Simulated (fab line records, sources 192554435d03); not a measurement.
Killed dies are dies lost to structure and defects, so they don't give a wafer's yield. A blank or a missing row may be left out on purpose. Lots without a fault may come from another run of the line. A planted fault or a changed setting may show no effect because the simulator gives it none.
Which tool did it? | flow n5_finfet | 10 lots, 30 wafers sampled, at 1 step of a route of 1938

WHAT THE GAUGES READ, wafer by wafer
N5_GATE_CUT_CD_MEAS_13: target cd 20 nm.
lot  | measured     | on        | cd_nm (nm)
L205 | day 4 18:41  | cd_sem-02 | 19.73 20.24 19.73
L209 | day 5 17:19  | cd_sem-01 | 20.49 19.78 20.22
L211 | day 6 08:34  | cd_sem-02 | 19.45 19.62 19.74
L214 | day 7 04:37  | cd_sem-03 | 19.80 19.42 20.04
L215 | day 7 07:08  | cd_sem-02 | 20.20 19.59 20.26
L216 | day 7 14:53  | cd_sem-02 | 19.90 19.95 20.39
L219 | day 8 08:19  | cd_sem-03 | 19.82 20.07 19.81
L220 | day 8 18:43  | cd_sem-01 | 19.70 19.90 19.88
L225 | day 9 21:10  | cd_sem-01 | 19.48 19.36 19.82
L227 | day 10 09:11 | cd_sem-03 | 20.22 19.94 19.68

WHICH TOOL RAN EACH LOT (tool, then ch and the chambers of the sampled wafers, then the start)
The record holds no process step before these readings.

THE ANSWER, worked out from the rows above alone
Rule: what is usual is taken from the lots themselves. Put in order of their means at a reading, lots are off if they are a third of the lots or fewer, leave a main group of 4 or more, and stand apart from it by a gap of 3 or more times the standard deviation of the main group's means; of several such gaps the widest counts. A main group whose means are all the same, to the digits that the tables above print for the reading, isn't used. A lot without any number at a reading at which 4 lots or more have one is off too. The other lots that the step has rows for count as sound.
No lot is off at any reading shown: from this, nothing can be told.

WHAT THE SIMULATOR HAD PUT IN
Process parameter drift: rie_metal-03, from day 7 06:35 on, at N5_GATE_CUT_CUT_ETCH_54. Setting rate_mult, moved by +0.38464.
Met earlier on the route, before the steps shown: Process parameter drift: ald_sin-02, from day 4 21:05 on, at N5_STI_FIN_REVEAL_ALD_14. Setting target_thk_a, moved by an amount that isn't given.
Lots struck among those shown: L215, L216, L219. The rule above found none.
